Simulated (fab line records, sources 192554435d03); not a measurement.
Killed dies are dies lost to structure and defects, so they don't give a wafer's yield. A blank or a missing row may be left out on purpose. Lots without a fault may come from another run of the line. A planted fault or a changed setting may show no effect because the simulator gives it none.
A struck lot beside a sound one | flow n5_finfet | 14 steps out of a route of 1938
Sound: wafers L429.3, L429.4, L429.5. Struck: wafer L442.6. (L442.4 of the same lot was not struck and is left out.) The cause comes at the end.
At each step with rows: each side's tool, then ch and its chambers, then its first start. Under that, the readings that differ: sound wafers | struck wafers | difference of the means | sigmas: that difference in standard deviations of wafers without a fault.
alike: readings whose means differ by less than 2 such deviations, and words and numbers that are the same on both sides. not compared: withheld readings, readings that some wafer has no value for, bounds like >300 that may hide the same value, and numbers for which the record gives no deviation and whose values overlap.
The two part at a step that has a row with sigmas, a row that says differs or no value, or rows on one side only. Numbers that don't overlap but have no deviation are shown without sigmas and don't part them. A reading that every wafer of one side lacks parts them only if that side has two wafers or more.

first, 2 steps without rows for these wafers: N5_BEOL_M12_PRECLEAN_39 (cleans in residue remover, time 60 s); N5_BEOL_M12_SRD_40 (time 30 s, dry time 30 s).
N5_BEOL_M12_DEGAS_41: time 60 s.
  sound on pvd_sputter-03, day 12 19:22; struck on pvd_sputter-01, day 16 02:22
  alike: heater_power_w, susceptor_temp_C
N5_BEOL_M12_PRE_CLEAN_42: time 30 s.
  sound on pvd_sputter-03, day 12 19:25; struck on pvd_sputter-01, day 16 02:25
  alike: heater_power_w, susceptor_temp_C
then, 1 step without rows for these wafers: N5_BEOL_M12_SPUTTER_43 (material TaN, target thk 15 nm, time 24.19 s).
N5_BEOL_M12_SPUTTER_44: material Ta, target thk 10 nm, time 16.13 s.
  sound on pvd_sputter-03, day 12 19:32; struck on pvd_sputter-01, day 16 02:32
  alike: susceptor_temp_C, throttle_valve_pct
N5_BEOL_M12_SPUTTER_45: material Cu, target thk 80 nm, time 13.33 s.
  sound on pvd_sputter-03, day 12 19:37; struck on pvd_sputter-01, day 16 02:37
  alike: susceptor_temp_C, throttle_valve_pct
then, 2 steps without rows for these wafers: N5_BEOL_M12_ECD_47 (material Cu, target thk 720 nm); N5_BEOL_M12_ANNEAL_48 (time 90 s).
N5_BEOL_M12_CMP_49: polishes, stops on SiOC, t overpolish 20.6 s, target thk 320 nm.
  sound on cmp-04 ch 0,1,2, day 12 20:13; struck on cmp-04 ch 3, day 16 03:17
  reading                      | sound                | struck | difference | sigmas
  barrier_field_endpoint_s (s) | 32.3 30.6 30.4       | 29.0   | -2.1       | -2
  head_pressure_psi (psi)      | 1.0023 1.0001 0.9998 | 1.0053 | +0.0046    | +2
  overpolish_run_s (s)         | 20.621 20.616 20.597 | 20.592 | -0.019     | -2
  alike: motor_current_A
N5_BEOL_M12_THK_MEAS_50: measures by xrf.
  sound on film_metro-02, day 12 20:28; struck on film_metro-01, day 16 03:28
  alike: M12_THK
then, 1 step without rows for these wafers: N5_BEOL_M12_PRE_CLEAN_52 (time 15 s).
N5_BEOL_M12_DEP_53: deposits SiCN from 3MS/NH3, target thk 30 nm, time 10.5 s.
  sound on pecvd-02 ch 0,1, day 12 20:32; struck on pecvd-01 ch 1, day 16 03:32
  reading                                   | sound             | struck | difference | sigmas
  showerhead_plenum_p_Torr (Torr)           | 4.203 4.194 4.188 | 4.147  | -0.048     | -2
  model.SiCN_of_BEOL_M12_DEP_53.thk_nm (nm) | 29.4 30 30.8      | 21.6   | -8.5       |
  alike: throttle_valve_pct
N5_BEOL_M12_RS_MEAS_54: measures by four-point-probe.
  sound on film_metro-02, day 12 20:36; struck on film_metro-02, day 16 03:35
  alike: M12_RS

WHERE THEY PART
First at N5_BEOL_M12_CMP_49; last, within this record, at N5_BEOL_M12_DEP_53. Later steps at which nothing parts them and some readings are alike: N5_BEOL_M12_RS_MEAS_54.

WHY: what the simulator had put in
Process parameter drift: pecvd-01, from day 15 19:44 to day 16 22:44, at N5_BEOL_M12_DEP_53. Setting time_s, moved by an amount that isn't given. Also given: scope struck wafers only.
